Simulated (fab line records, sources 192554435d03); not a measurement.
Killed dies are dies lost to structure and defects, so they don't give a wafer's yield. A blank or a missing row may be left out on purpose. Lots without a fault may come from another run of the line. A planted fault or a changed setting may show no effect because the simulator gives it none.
One fault seen from 3 desks | flow n5_finfet | each desk has only its own numbers; what lay behind them comes last

THE METROLOGY DESK
What the gauges read, lot by lot, whatever tool the lot ran on: means of the sampled wafers that have a number. A lot is out of limits, marked OUT, if its mean lies more than 4 standard deviations from the usual mean; the brackets give that distance. Of its 14 readings 7 are shown: those that lie furthest out on some lot.
Columns: A = cd_nm at N5_WELL_APT_CD_MEAS_08, usual 199.7 nm; B = NWELL_OVL at N5_WELL_APT_OVL_MEAS_09, usual 5 nm; C = cd_nm at N5_WELL_APT_CD_MEAS_25, usual 201.2 nm; D = IOFF_P at N5_BEOL_M4_RC_MEAS_101, usual 0.21 nA/um; E = ION_P at N5_BEOL_M4_RC_MEAS_101, usual 461 uA/um; F = SS_N at N5_BEOL_M4_RC_MEAS_101, usual 71.5 mV/dec; G = VT_P at N5_BEOL_M4_RC_MEAS_101, usual -251 mV
lot  | first seen here | A     | B  | C     | D    | E   | F    | G
L770 | day 1 19:52     | 200.5 | 1  | 201.5 | 0.24 | 464 | 72.1 | -249
L780 | day 4 07:41     | 201.3 | 3  | 200.5 | 0.20 | 452 | 72.1 | -252
L783 | day 5 01:43     | 203.6 | 6  | 202.9 | 0.22 | 462 | 71.8 | -249
L784 | day 5 08:01     | 198.8 | 11 | 199.5 | 0.17 | 457 | 71.2 | -256
L788 | day 6 07:41     | 198.4 | 2  | 199.8 | 0.20 | 467 | 71.4 | -250
L792 | day 7 07:43     | 200.0 | 10 | 203.8 | 0.19 | 459 | 71.2 | -254
This desk's finding: nothing out of limits on any of the 6 lots.

THE DEFECT DESK
What the inspections along the route counted, lot by lot: means of the sampled wafers that have a number. A lot is out of limits, marked OUT, if its mean lies more than 4 standard deviations from the usual mean; the brackets give that distance.
Columns: A = raw_defect_count at N5_WELL_APT_INSPECT_10, usual 1.8; B = raw_defect_count at N5_WELL_APT_INSPECT_27, usual 2
lot  | first seen here | A   | B
L770 | day 1 19:55     | 1.7 | 2
L780 | day 4 07:44     | 2.7 | 2
L783 | day 5 01:46     | 1.3 | 2
L784 | day 5 08:07     | 2.0 | 2
L788 | day 6 07:44     | 0.3 | 1
L792 | day 7 07:46     | 2.3 | 2
This desk's finding: nothing out of limits on any of the 6 lots.

THE TOOL OWNER'S DESK: litho_track-03
The tool's own readings at N5_WELL_APT_COAT_19 (resist thk 950 nm): means of the sampled wafers that have a number, for each lot that ran on this tool. A lot is out of limits, marked OUT, if its mean lies more than 4 standard deviations from the usual mean; the brackets give that distance.
Columns: A = spin_speed_rpm at N5_WELL_APT_COAT_19, usual 1357.0 rpm
lot  | first seen here | A
L780 | day 4 09:13     | 1355.8
L783 | day 5 03:01     | 1519.8 (+99 or more) OUT
L788 | day 6 08:32     | 1518.9 (+99 or more) OUT
This desk's finding: out of limits on L783, L788; first on L783, day 5 03:01 (spin_speed_rpm at N5_WELL_APT_COAT_19). In limits: L780.

PUT TOGETHER
The tool owner's desk could have raised an alarm at day 5 03:01, on L783, L788.
The metrology desk saw nothing out of limits.
The defect desk saw nothing out of limits.
The metrology desk has L783, L788 on record, within its limits.
The defect desk has L783, L788 on record, within its limits.
Of the lots named, all ran N5_WELL_APT_COAT_19 on litho_track-03.

WHAT THE SIMULATOR HAD PUT IN
Process parameter drift: litho_track-03, from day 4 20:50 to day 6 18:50, at N5_WELL_APT_COAT_19. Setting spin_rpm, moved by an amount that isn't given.
Lots struck among those shown: L783, L788.
Hours from the fault's start to each desk's first reading out of limits: the tool owner's desk, 6.
